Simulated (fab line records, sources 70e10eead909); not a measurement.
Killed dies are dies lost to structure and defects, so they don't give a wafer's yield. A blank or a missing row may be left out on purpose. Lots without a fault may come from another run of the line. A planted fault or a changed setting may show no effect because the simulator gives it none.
Which tool did it? | flow nand_harc | 19 lots, 57 wafers sampled, at 6 steps of a route of 1302

WHAT THE GAUGES READ, wafer by wafer
The record holds no reading of a measuring or inspecting step that can be judged against a usual standard deviation.

WHICH TOOL RAN EACH LOT (tool, then ch and the chambers of the sampled wafers, then the start)
lot  | NHARC_A_CHANNEL_FILL_D2_ETCHBACK_20 | NHARC_A_STAIRCASE_ETCH_170                    | NHARC_A_STAIRCASE_TRIM_12          | NHARC_A_STAIRCASE_TRIM_22      | NHARC_A_STAIRCASE_ETCH_23      | NHARC_A_STAIRCASE_TRIM_198
L074 | rie_diel-05 ch 1,2,3, day 14 23:18  | rie_diel-02 ch 1,2,3, day 16 02:03 or earlier | rie_diel-02 ch 0,1, day 16 02:03   | rie_diel-02 ch 1,3, no start   | rie_diel-02 ch 0,1,3, no start | rie_diel-02 ch 0,3, no start
L075 | rie_diel-05 ch 0,1, day 15 11:38    | rie_diel-11 ch 0,2,3, day 16 14:23 or earlier | rie_diel-11 ch 2,3, day 16 14:23   | rie_diel-11 ch 0,3, no start   | rie_diel-11 ch 1,2, no start   | rie_diel-03 ch 0,1,3, no start
L076 | rie_diel-07 ch 1,2, day 15 11:38    | rie_diel-11 ch 2,3, day 16 14:40 or earlier   | rie_diel-03 ch 1,2, day 16 14:40   | rie_diel-03 ch 0,1,3, no start | rie_diel-03 ch 0,1,2, no start | rie_diel-02 ch 1,2, no start
L077 | rie_diel-07 ch 0,1,2, day 15 18:45  | rie_diel-02 ch 0,2,3, day 16 21:26 or earlier | rie_diel-11 ch 1,2,3, day 16 21:26 | rie_diel-11 ch 0,1,2, no start | rie_diel-11 ch 0,2,3, no start | rie_diel-11 ch 0,1,3, no start
L079 | rie_diel-07 ch 1,2,3, day 17 01:07  | rie_diel-11 ch 0,3, day 18 06:07 or earlier   | rie_diel-02 ch 0,3, day 18 06:07   | rie_diel-03 ch 0,2,3, no start | rie_diel-03 ch 0,1,2, no start | rie_diel-11 ch 0,1,2, no start
L080 | rie_diel-08 ch 0,1,2, day 17 23:29  | rie_diel-02 ch 0,3, day 19 04:14 or earlier   | rie_diel-02 ch 0,2,3, day 19 04:14 | rie_diel-02 ch 0,1,3, no start | rie_diel-02 ch 0,1,2, no start | rie_diel-03 ch 0,1,2, no start
L084 | rie_diel-05 ch 0,1,3, day 18 17:28  | rie_diel-02 ch 1,2,3, day 19 20:32 or earlier | rie_diel-03 ch 1,2, day 19 20:32   | rie_diel-03 ch 0,1, no start   | rie_diel-03 ch 2,3, no start   | rie_diel-11 ch 2,3, no start
L082 | rie_diel-05 ch 1,3, day 18 17:32    | rie_diel-02 ch 0,1,2, day 19 20:47 or earlier | rie_diel-11 ch 1,2,3, day 19 20:47 | rie_diel-02 ch 2,3, no start   | rie_diel-02 ch 0,1,3, no start | rie_diel-02 ch 1,2,3, no start
L083 | rie_diel-05 ch 0,2,3, day 18 21:05  | rie_diel-11 ch 1,2,3, day 20 01:54 or earlier | rie_diel-03 ch 0,1,3, day 20 01:54 | rie_diel-11 ch 1,2,3, no start | rie_diel-11 ch 0,1,2, no start | rie_diel-02 ch 0,2,3, no start
L086 | rie_diel-08 ch 0,1, day 19 11:47    | rie_diel-11 ch 1,2,3, day 20 16:10 or earlier | rie_diel-11 ch 0,2, day 20 16:10   | rie_diel-11 ch 1,2,3, no start | rie_diel-11 ch 0,1,3, no start | rie_diel-03 ch 0,1,2, no start
L085 | rie_diel-07 ch 0,2,3, day 19 11:48  | rie_diel-02 ch 1,2,3, day 20 15:49 or earlier | rie_diel-11 ch 1,2,3, day 20 15:49 | rie_diel-03 ch 0,1,2, no start | rie_diel-03 ch 0,2,3, no start | rie_diel-11 ch 1,3, no start
L087 | rie_diel-07 ch 1,2,3, day 19 19:09  | rie_diel-11 ch 2,3, day 20 21:54 or earlier   | rie_diel-03 ch 1,2,3, day 20 21:54 | rie_diel-03 ch 2,3, no start   | rie_diel-03 ch 2,3, no start   | rie_diel-11 ch 0,1, no start
L088 | rie_diel-07 ch 0,1,3, day 21 06:25  | rie_diel-02 ch 0,1,3, day 22 08:48 or earlier | rie_diel-02 ch 2,3, day 22 08:48   | rie_diel-02 ch 0,2,3, no start | rie_diel-02 ch 1,2,3, no start | rie_diel-02 ch 1,2,3, no start
L090 | rie_diel-05 ch 0,3, day 21 12:19    | rie_diel-03 ch 0,1,2, day 22 20:40 or earlier | rie_diel-02 ch 0,2,3, day 22 20:40 | rie_diel-02 ch 0,2, no start   | rie_diel-02 ch 1,2,3, no start | rie_diel-11 ch 1,2,3, no start
L092 | rie_diel-07 ch 1,3, day 22 01:58    | rie_diel-03 ch 0,1,2, day 23 05:20 or earlier | rie_diel-03 ch 0,1,3, day 23 05:20 | rie_diel-02 ch 1,2, no start   | rie_diel-02 ch 1,2,3, no start | rie_diel-02 ch 0,1,3, no start
L093 | rie_diel-07 ch 0,1,3, day 23 00:10  | rie_diel-02 ch 0,1,2, day 24 03:28 or earlier | rie_diel-02 ch 0,2,3, day 24 03:28 | rie_diel-02 ch 0,2,3, no start | rie_diel-02 ch 1,2,3, no start | rie_diel-02 ch 0,1,3, no start
L094 | rie_diel-05 ch 0,3, day 23 05:45    | rie_diel-03 ch 0,1, day 24 08:23 or earlier   | rie_diel-11 ch 2,3, day 24 08:23   | rie_diel-03 ch 0,1,2, no start | rie_diel-03 ch 0,2,3, no start | rie_diel-03 ch 0,2, no start
L096 | rie_diel-05 ch 0,2,3, day 23 14:23  | rie_diel-11 ch 0,2, day 24 16:56 or earlier   | rie_diel-03 ch 2,3, day 24 16:56   | rie_diel-02 ch 1,3, no start   | rie_diel-02 ch 0,3, no start   | rie_diel-11 ch 0,1,2, no start
L097 | rie_diel-05 ch 0,1,3, day 23 23:59  | rie_diel-11 ch 1,2,3, day 25 03:13 or earlier | rie_diel-11 ch 0,1,2, day 25 03:13 | rie_diel-02 ch 0,1,3, no start | rie_diel-02 ch 0,1,3, no start | rie_diel-02 ch 0,2,3, no start
- NHARC_A_CHANNEL_FILL_D2_ETCHBACK_20: etches the open film in C4F8/O2/Ar, target depth 27 nm, time 13.5 s.
- NHARC_A_STAIRCASE_ETCH_170: etches the open film in C4F6/O2, target depth 200 nm, time 66.667 s.
- NHARC_A_STAIRCASE_TRIM_12: chemistry O2, time 211.2 s.
- NHARC_A_STAIRCASE_TRIM_22: chemistry O2, time 211.2 s.
- NHARC_A_STAIRCASE_ETCH_23: etches the open film in C4F8/O2, target depth 100 nm, time 40.5 s.
- NHARC_A_STAIRCASE_TRIM_198: chemistry O2, time 211.2 s.

WHAT THE TOOLS THEMSELVES READ (means of the sampled wafers that have a number; where no wafer has one, the mark that the record gives instead)
NHARC_A_CHANNEL_FILL_D2_ETCHBACK_20. Usual: oes_product_au 0.990 a.u., standard deviation 0.026; rf_vpp_V 979 V, standard deviation 4.5.
lot  | tool        | oes_product_au (a.u.) | rf_vpp_V (V) | flag
L074 | rie_diel-05 | 1.007                 | 982          |
L075 | rie_diel-05 | 0.998                 | 984          |
L076 | rie_diel-07 | 0.990                 | 977          |
L077 | rie_diel-07 | 0.961                 | 976          |
L079 | rie_diel-07 | 0.982                 | 978          |
L080 | rie_diel-08 | 1.007                 | 975          |
L084 | rie_diel-05 | 1.003                 | 981          |
L082 | rie_diel-05 | 1.005                 | 978          |
L083 | rie_diel-05 | 1.006                 | 983          |
L086 | rie_diel-08 | 1.006                 | 975          |
L085 | rie_diel-07 | 0.995                 | 978          |
L087 | rie_diel-07 | 0.942                 | 978          |
L088 | rie_diel-07 | 1.000                 | 975          |
L090 | rie_diel-05 | 0.982                 | 982          |
L092 | rie_diel-07 | 0.924                 | 977          |
L093 | rie_diel-07 | 1.000                 | 976          |
L094 | rie_diel-05 | 1.012                 | 981          |
L096 | rie_diel-05 | 0.927                 | 983          |
L097 | rie_diel-05 | 1.009                 | 982          |

NHARC_A_STAIRCASE_ETCH_170. Usual: drypump_motor_current_A 5.6 A, standard deviation 0.44; mfc_ar_sccm 499.9 sccm, standard deviation 1.5; o2_flow_sccm 20.00 sccm, standard deviation 0.062; oes_product_au 0.972 a.u., standard deviation 0.014; rf_vpp_V 546 V, standard deviation 3.4; showerhead_plenum_p_Torr 3.87 Torr, standard deviation 0.16; throttle_valve_pct 26.904 %, standard deviation 0.0085.
lot  | tool        | drypump_motor_current_A (A) | mfc_ar_sccm (sccm) | o2_flow_sccm (sccm) | oes_product_au (a.u.) | rf_vpp_V (V) | showerhead_plenum_p_Torr (Torr) | throttle_valve_pct (%) | flag
L074 | rie_diel-02 | 5.4                         | 500.3              | 20.03               | 0.971                 | 549          | 3.98                            | 26.902                 |
L075 | rie_diel-11 | 5.8                         | 499.3              | 19.99               | 0.980                 | 543          | 3.80                            | 26.904                 |
L076 | rie_diel-11 | 5.5                         | 499.9              | 20.03               | 0.957                 | 544          | 3.78                            | 26.903                 |
L077 | rie_diel-02 | 5.1                         | 498.9              | 19.99               | 0.968                 | 547          | 3.90                            | 26.904                 |
L079 | rie_diel-11 | 6.2                         | 499.8              | 20.08               | 0.936                 | 545          | 3.81                            | 26.893                 |
L080 | rie_diel-02 | 5.2                         | 500.9              | 20.00               | 0.976                 | 546          | 3.87                            | 26.911                 |
L084 | rie_diel-02 | 5.5                         | 500.2              | 20.01               | 0.980                 | 549          | 3.97                            | 26.894                 |
L082 | rie_diel-02 | 5.5                         | 500.1              | 19.98               | 0.980                 | 549          | 4.01                            | 26.907                 |
L083 | rie_diel-11 | 5.6                         | 501.0              | 20.01               | 0.977                 | 543          | 3.72                            | 26.911                 |
L086 | rie_diel-11 | 5.6                         | 498.0              | 20.00               | 0.982                 | 543          | 3.72                            | 26.912                 |
L085 | rie_diel-02 | 5.5                         | 501.4              | 19.98               | 0.970                 | 548          | 3.97                            | 26.905                 |
L087 | rie_diel-11 | 5.5                         | 498.4              | 20.00               | 0.965                 | 543          | 3.76                            | 26.900                 |
L088 | rie_diel-02 | 5.5                         | 500.4              | 20.05               | 0.976                 | 549          | 3.97                            | 26.905                 |
L090 | rie_diel-03 | 5.8                         | 500.3              | 19.94               | 0.956                 | 550          | 4.01                            | 26.907                 |
L092 | rie_diel-03 | 5.8                         | 500.2              | 19.97               | 0.979                 | 550          | 4.00                            | 26.906                 |
L093 | rie_diel-02 | 5.4                         | 498.7              | 20.00               | 0.952                 | 548          | 3.99                            | 26.910                 |
L094 | rie_diel-03 | 5.9                         | 497.9              | 19.94               | 0.967                 | 551          | 4.10                            | 26.902                 |
L096 | rie_diel-11 | 6.0                         | 498.9              | 20.05               | 0.977                 | 544          | 3.80                            | 26.895                 |
L097 | rie_diel-11 | 5.6                         | 501.8              | 20.02               | 0.991                 | 542          | 3.70                            | 26.901                 |

NHARC_A_STAIRCASE_TRIM_12. Usual: drypump_motor_current_A 5.6 A, standard deviation 0.41; mfc_ar_sccm 0.010 sccm, standard deviation 0.013; o2_flow_sccm 500.2 sccm, standard deviation 1.4; oes_product_au 0.998 a.u., standard deviation 0.01; rf_vpp_V 57.6 V, standard deviation 0.92; showerhead_plenum_p_Torr 3.47 Torr, standard deviation 0.14; throttle_valve_pct 17.037 %, standard deviation 0.01.
lot  | tool        | drypump_motor_current_A (A) | mfc_ar_sccm (sccm) | o2_flow_sccm (sccm) | oes_product_au (a.u.) | rf_vpp_V (V) | showerhead_plenum_p_Torr (Torr) | throttle_valve_pct (%) | flag
L074 | rie_diel-02 | 5.9                         | 0.016              | 500.2               | 0.991                 | 58.1         | 3.71                            | 17.049                 |
L075 | rie_diel-11 | 5.7                         | 0.026              | 499.1               | 0.997                 | 57.2         | 3.39                            | 17.030                 |
L076 | rie_diel-03 | 5.7                         | 0.000              | 499.8               | 0.992                 | 57.9         | 3.36                            | 17.041                 |
L077 | rie_diel-11 | 5.6                         | 0.021              | 500.3               | 1.004                 | 57.6         | 3.36                            | 17.041                 |
L079 | rie_diel-02 | 5.2                         | 0.000              | 501.4               | 1.004                 | 56.6         | 3.48                            | 17.039                 |
L080 | rie_diel-02 | 5.1                         | 0.000              | 501.2               | 0.999                 | 57.3         | 3.50                            | 17.040                 |
L084 | rie_diel-03 | 5.7                         | 0.000              | 501.1               | 0.990                 | 57.2         | 3.34                            | 17.048                 |
L082 | rie_diel-11 | 5.6                         | 0.021              | 500.4               | 1.004                 | 57.2         | 3.35                            | 17.024                 |
L083 | rie_diel-03 | 5.7                         | 0.005              | 499.7               | 0.982                 | 58.0         | 3.42                            | 17.035                 |
L086 | rie_diel-11 | 5.6                         | 0.025              | 499.8               | 0.998                 | 57.8         | 3.41                            | 17.026                 |
L085 | rie_diel-11 | 5.6                         | 0.021              | 501.2               | 1.014                 | 57.6         | 3.34                            | 17.039                 |
L087 | rie_diel-03 | 5.5                         | 0.005              | 501.4               | 0.980                 | 57.9         | 3.59                            | 17.031                 |
L088 | rie_diel-02 | 5.1                         | 0.000              | 500.2               | 0.997                 | 57.5         | 3.45                            | 17.038                 |
L090 | rie_diel-02 | 5.1                         | 0.000              | 499.7               | 1.001                 | 56.9         | 3.48                            | 17.037                 |
L092 | rie_diel-03 | 5.7                         | 0.005              | 498.1               | 0.992                 | 58.5         | 3.58                            | 17.044                 |
L093 | rie_diel-02 | 5.1                         | 0.000              | 501.0               | 0.996                 | 57.4         | 3.48                            | 17.026                 |
L094 | rie_diel-11 | 5.5                         | 0.032              | 498.7               | 1.008                 | 56.9         | 3.36                            | 17.031                 |
L096 | rie_diel-03 | 5.4                         | 0.005              | 499.6               | 1.007                 | 57.9         | 3.47                            | 17.024                 |
L097 | rie_diel-11 | 5.7                         | 0.015              | 499.8               | 1.008                 | 57.5         | 3.35                            | 17.028                 |

NHARC_A_STAIRCASE_TRIM_22. Usual: drypump_motor_current_A 5.5 A, standard deviation 0.43; mfc_ar_sccm 0.008 sccm, standard deviation 0.012; o2_flow_sccm 500.0 sccm, standard deviation 1.5; oes_product_au 0.996 a.u., standard deviation 0.0094; rf_vpp_V 57.8 V, standard deviation 0.85; showerhead_plenum_p_Torr 3.50 Torr, standard deviation 0.14; throttle_valve_pct 17.036 %, standard deviation 0.0083.
lot  | tool        | drypump_motor_current_A (A) | mfc_ar_sccm (sccm) | o2_flow_sccm (sccm) | oes_product_au (a.u.) | rf_vpp_V (V) | showerhead_plenum_p_Torr (Torr) | throttle_valve_pct (%) | flag
L074 | rie_diel-02 | 5.9                         | 0.016              | 500.3               | 0.997                 | 58.5         | 3.67                            | 17.038                 |
L075 | rie_diel-11 | 6.1                         | 0.015              | 498.4               | 0.986                 | 58.3         | 3.40                            | 17.041                 |
L076 | rie_diel-03 | 5.7                         | 0.005              | 500.7               | 0.988                 | 57.9         | 3.43                            | 17.042                 |
L077 | rie_diel-11 | 5.7                         | 0.015              | 499.8               | 0.995                 | 58.5         | 3.38                            | 17.040                 |
L079 | rie_diel-03 | 5.6                         | 0.005              | 499.3               | 0.981                 | 57.4         | 3.51                            | 17.038                 |
L080 | rie_diel-02 | 5.6                         | 0.008              | 499.6               | 0.997                 | 58.5         | 3.59                            | 17.041                 |
L084 | rie_diel-03 | 6.0                         | 0.000              | 499.4               | 0.976                 | 57.7         | 3.44                            | 17.044                 |
L082 | rie_diel-02 | 5.0                         | 0.000              | 500.0               | 1.000                 | 57.2         | 3.49                            | 17.037                 |
L083 | rie_diel-11 | 5.6                         | 0.021              | 499.9               | 1.001                 | 58.2         | 3.34                            | 17.033                 |
L086 | rie_diel-11 | 5.6                         | 0.021              | 500.2               | 1.004                 | 57.7         | 3.34                            | 17.033                 |
L085 | rie_diel-03 | 5.8                         | 0.000              | 500.6               | 0.991                 | 57.0         | 3.62                            | 17.038                 |
L087 | rie_diel-03 | 5.3                         | 0.011              | 501.0               | 0.994                 | 57.3         | 3.47                            | 17.034                 |
L088 | rie_diel-02 | 5.1                         | 0.000              | 500.3               | 0.996                 | 58.2         | 3.49                            | 17.037                 |
L090 | rie_diel-02 | 5.1                         | 0.000              | 499.1               | 1.001                 | 58.1         | 3.52                            | 17.035                 |
L092 | rie_diel-02 | 5.8                         | 0.016              | 501.1               | 0.993                 | 57.9         | 3.66                            | 17.038                 |
L093 | rie_diel-02 | 5.2                         | 0.000              | 499.6               | 1.000                 | 58.5         | 3.48                            | 17.026                 |
L094 | rie_diel-03 | 5.8                         | 0.000              | 499.1               | 0.993                 | 58.0         | 3.60                            | 17.037                 |
L096 | rie_diel-02 | 5.6                         | 0.008              | 499.1               | 0.998                 | 57.8         | 3.52                            | 17.033                 |
L097 | rie_diel-02 | 5.5                         | 0.008              | 500.5               | 0.995                 | 58.2         | 3.56                            | 17.039                 |

NHARC_A_STAIRCASE_ETCH_23. Usual: oes_product_au 0.943 a.u., standard deviation 0.011; rf_vpp_V 895 V, standard deviation 5.3.
lot  | tool        | oes_product_au (a.u.) | rf_vpp_V (V) | flag
L074 | rie_diel-02 | 0.940                 | 899          |
L075 | rie_diel-11 | 0.950                 | 889          |
L076 | rie_diel-03 | 0.925                 | 893          |
L077 | rie_diel-11 | 0.939                 | 891          |
L079 | rie_diel-03 | 0.940                 | 893          |
L080 | rie_diel-02 | 0.947                 | 900          |
L084 | rie_diel-03 | 0.940                 | 895          |
L082 | rie_diel-02 | 0.941                 | 897          |
L083 | rie_diel-11 | 0.947                 | 890          |
L086 | rie_diel-11 | 0.949                 | 890          |
L085 | rie_diel-03 | 0.938                 | 895          |
L087 | rie_diel-03 | 0.937                 | 893          |
L088 | rie_diel-02 | 0.947                 | 897          |
L090 | rie_diel-02 | 0.941                 | 897          |
L092 | rie_diel-02 | 0.948                 | 896          |
L093 | rie_diel-02 | 0.938                 | 896          |
L094 | rie_diel-03 | 0.955                 | 895          |
L096 | rie_diel-02 | 0.935                 | 893          |
L097 | rie_diel-02 | 0.950                 | 897          |

NHARC_A_STAIRCASE_TRIM_198. Usual: drypump_motor_current_A 5.6 A, standard deviation 0.43; mfc_ar_sccm 0.010 sccm, standard deviation 0.013; o2_flow_sccm 500.1 sccm, standard deviation 1.5; oes_product_au 0.996 a.u., standard deviation 0.011; rf_vpp_V 57.5 V, standard deviation 0.86; showerhead_plenum_p_Torr 3.46 Torr, standard deviation 0.14; throttle_valve_pct 17.038 %, standard deviation 0.0095.
lot  | tool        | drypump_motor_current_A (A) | mfc_ar_sccm (sccm) | o2_flow_sccm (sccm) | oes_product_au (a.u.) | rf_vpp_V (V) | showerhead_plenum_p_Torr (Torr) | throttle_valve_pct (%) | flag
L074 | rie_diel-02 | 5.2                         | 0.000              | 499.5               | 0.995                 | 57.5         | 3.49                            | 17.042                 |
L075 | rie_diel-03 | 5.7                         | 0.005              | 501.0               | 0.978                 | 57.8         | 3.43                            | 17.037                 |
L076 | rie_diel-02 | 5.3                         | 0.008              | 499.8               | 0.995                 | 58.9         | 3.61                            | 17.038                 |
L077 | rie_diel-11 | 5.9                         | 0.009              | 499.7               | 0.997                 | 57.2         | 3.37                            | 17.033                 |
L079 | rie_diel-11 | 5.8                         | 0.015              | 500.1               | 1.000                 | 57.2         | 3.38                            | 17.033                 |
L080 | rie_diel-03 | 5.8                         | 0.000              | 499.3               | 0.986                 | 58.1         | 3.44                            | 17.047                 |
L084 | rie_diel-11 | 5.7                         | 0.026              | 501.4               | 1.000                 | 57.1         | 3.37                            | 17.047                 |
L082 | rie_diel-02 | 5.4                         | 0.008              | 500.6               | 0.992                 | 57.8         | 3.57                            | 17.033                 |
L083 | rie_diel-02 | 5.1                         | 0.000              | 500.3               | 0.992                 | 57.9         | 3.50                            | 17.044                 |
L086 | rie_diel-03 | 5.8                         | 0.000              | 500.0               | 0.984                 | 58.0         | 3.62                            | 17.035                 |
L085 | rie_diel-11 | 5.7                         | 0.010              | 500.2               | 1.006                 | 57.0         | 3.31                            | 17.039                 |
L087 | rie_diel-11 | 6.1                         | 0.003              | 500.5               | 0.990                 | 57.4         | 3.39                            | 17.045                 |
L088 | rie_diel-02 | 5.4                         | 0.008              | 499.3               | 0.996                 | 57.3         | 3.56                            | 17.042                 |
L090 | rie_diel-11 | 5.6                         | 0.021              | 500.5               | 1.007                 | 57.2         | 3.33                            | 17.042                 |
L092 | rie_diel-02 | 5.6                         | 0.008              | 499.5               | 1.003                 | 57.9         | 3.57                            | 17.041                 |
L093 | rie_diel-02 | 5.6                         | 0.008              | 499.3               | 0.987                 | 57.4         | 3.57                            | 17.043                 |
L094 | rie_diel-03 | 5.7                         | 0.000              | 498.5               | 0.986                 | 58.2         | 3.50                            | 17.023                 |
L096 | rie_diel-11 | 5.7                         | 0.015              | 500.3               | 1.004                 | 57.7         | 3.36                            | 17.039                 |
L097 | rie_diel-02 | 5.1                         | 0.000              | 499.6               | 1.000                 | 57.2         | 3.47                            | 17.034                 |

THE ANSWER, worked out from the rows above alone
Rule: a lot is off if the mean of its wafers that have a number lies more than 3 standard deviations from the usual mean. A lot without any number at a reading at which 4 lots or more have one is off too. The other lots that the step has rows for count as sound. The gauges are gone through in route order, then the tools' own readings, and for those a lot's mean is taken as printed above. The first step at which some lot is off is used, and at that step the reading that is off furthest; a lot without a number counts as furthest.
No lot is off at any reading shown: from this, nothing can be told.

WHAT THE SIMULATOR HAD PUT IN
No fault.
